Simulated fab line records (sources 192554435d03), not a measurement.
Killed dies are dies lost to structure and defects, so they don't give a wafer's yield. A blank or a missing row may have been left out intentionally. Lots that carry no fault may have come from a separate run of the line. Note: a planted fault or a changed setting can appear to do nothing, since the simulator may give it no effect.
Lot-split experiment ; flow n5Finfet ; route with 1938 steps; 7 lots, 39 wafers read

## ABOUT THE SPLIT
At N5_BEOL_M3_ETCH_64 (etches SOC in N2/H2, target depth 75 nm, overetch 15 nm, time 112.5 s), the setting timeS was moved away from the recipe's 112.5 s on 15 of the 39 wafers read, by -29.2% to +53.4%. All remaining wafers had this setting at the recipe value.

## FROM THE SPLIT TO THE READING: what the file shows between them, 5 steps
- N5_BEOL_M3_STRIP_65: strips in N2/H2
- N5_BEOL_M3_STRIP_75: strips in N2/H2
- N5_BEOL_M3_STRIP_66: strips in CF4
- N5_BEOL_M3_HM_OPEN_17: chemistry Cl2/BCl3, target TiN, target depth 20 nm, overetch 6 nm
- N5_BEOL_M3_STRIP_19: strips in O2

## THE READING
cdNm, in nm, at N5_BEOL_M3_CD_MEAS_18 (pitch 36 nm, target cd 18 nm). Fault-free wafers of this fab line usually give 18.0 nm, standard deviation 0.35 nm.

wafer;tool, chamber at the split;timeS as run, s;against the recipe;cdNm, nm;against lot-mates on the recipe
L075.1;rieDiel-05, 1;112.5;recipe;18.0;-
L075.2;rieDiel-05, 0;112.5;recipe;17.4;-
L075.3;rieDiel-05, 2;112.5;recipe;18.0;-
L075.4;rieDiel-05, 3;172.6;+53.4%;19.7;+1.9
L075.5;rieDiel-05, 1;172.6;+53.4%;19.1;+1.3
L075.6;rieDiel-05, 2;172.6;+53.4%;19.8;+2.0
L079.1;rieDiel-04, 1;112.5;recipe;18.0;-
L079.2;rieDiel-04, 3;112.5;recipe;18.2;-
L079.3;rieDiel-04, 2;79.68;-29.2%;17.9;-0.4
L079.4;rieDiel-04, 0;79.68;-29.2%;17.5;-0.8
L079.5;rieDiel-04, 2;112.5;recipe;18.7;-
L079.6;rieDiel-04, 3;79.68;-29.2%;17.9;-0.4
L088.1;rieDiel-02, 3,2;168.1;+49.4%;19.1;+1.2
L088.2;rieDiel-02, 0;112.5;recipe;18.2;-
L088.3;rieDiel-02, 2;168.1;+49.4%;19.0;+1.1
L088.4;rieDiel-02, 3;112.5;recipe;18.0;-
L088.5;rieDiel-02, 0;112.5;recipe;17.6;-
L088.6;rieDiel-02, 3,2;168.1;+49.4%;19.1;+1.2
L089.1;rieDiel-05, 0;112.5;recipe;18.1;-
L089.2;rieDiel-05, 2;155.6;+38.3%;18.9;+0.8
L089.3;rieDiel-05, 3;155.6;+38.3%;19.3;+1.2
L089.4;rieDiel-05, 1;112.5;recipe;18.2;-
L089.5;rieDiel-05, 1;112.5;recipe;18.1;-
L089.6;rieDiel-05, 2;155.6;+38.3%;19.3;+1.2
L091.1;rieDiel-05, 2;112.5;recipe;18.7;-
L091.4;rieDiel-05, 3;112.5;recipe;17.9;-
L091.6;rieDiel-05, 0;112.5;recipe;17.7;-
L094.1;rieDiel-02, 1;112.5;recipe;18.1;-
L094.2;rieDiel-02, 0;112.5;recipe;17.5;-
L094.3;rieDiel-02, 2;112.5;recipe;17.9;-
L094.4;rieDiel-02, 2;112.5;recipe;18.5;-
L094.5;rieDiel-02, 0;112.5;recipe;17.6;-
L094.6;rieDiel-02, 1;112.5;recipe;18.1;-
L095.1;rieDiel-04, 0;141.1;+25.4%;18.9;+0.6
L095.2;rieDiel-04, 2;141.1;+25.4%;19.2;+0.9
L095.3;rieDiel-04, 3;112.5;recipe;18.3;-
L095.4;rieDiel-04, 1;112.5;recipe;18.6;-
L095.5;rieDiel-04, 3;141.1;+25.4%;18.6;+0.3
L095.6;rieDiel-04, 2;112.5;recipe;18.0;-
Rows listing several chambers each stand for several wafers; the file does not say which wafer went through which chamber.

THE FIT
A straight line over all 39 wafers: cdNm changes by +0.0231 nm for each +1% of timeS; r = +0.85; the points scatter about the line by 0.34 nm.
The same after taking each lot's own level away (the mean of its wafers on the recipe; 39 wafers): +0.026 nm for each +1%; r = +0.90; scatter 0.3 nm.
That fit puts the effect of the largest move of timeS on the reading at 1.4 nm.
Across the lots, their own levels run from 17.80 to 18.30 nm, a range of 1.4 times the standard deviation given above.
So the lot-to-lot level changes the slope: the two fits differ.
Check: +1.36 nm against its lot-mates is what the line predicts for one of the wafers moved furthest among these (+53.4%) when that wafer is left out of the fit. It came out at +1.9 nm against them.

## THE WHOLE CHAIN: every reading that the file lists as answering this split, in the file's order
step;what it does;reading;change (the file's fit);r (the file's)
N5_BEOL_M3_ETCH_64;etches SOC in N2/H2, target depth 75 nm, overetch 15 nm, time 112.5 s;SiARC_of_BEOL_M3_COAT_62.thkNm (the simulator's own value, which no gauge read);-0.0542 nm for each +1% of the setting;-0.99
N5_BEOL_M3_ETCH_64;etches SOC in N2/H2, target depth 75 nm, overetch 15 nm, time 112.5 s;BEOL_M3.cdOffsetNm (the simulator's own value, which no gauge read);+0.0233 nm for each +1% of the setting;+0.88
N5_BEOL_M3_HM_OPEN_17;chemistry Cl2/BCl3, target TiN, target depth 20 nm, overetch 6 nm;etch.depthNm (the simulator's own value, which no gauge read);not straight: 19.95 at the lowest setting, 20.05 at the recipe, 14.25 at the highest;not given
N5_BEOL_M3_HM_OPEN_17;chemistry Cl2/BCl3, target TiN, target depth 20 nm, overetch 6 nm;BEOL_M3.cdOffsetNm (the simulator's own value, which no gauge read);+0.0236 nm for each +1% of the setting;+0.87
N5_BEOL_M3_CD_MEAS_18;pitch 36 nm, target cd 18 nm;cdNm;+0.0268 nm for each +1% of the setting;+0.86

## THE FILE'S OWN FIT
cdNm changes by +0.0268 nm for each +1% of timeS, r = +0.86.
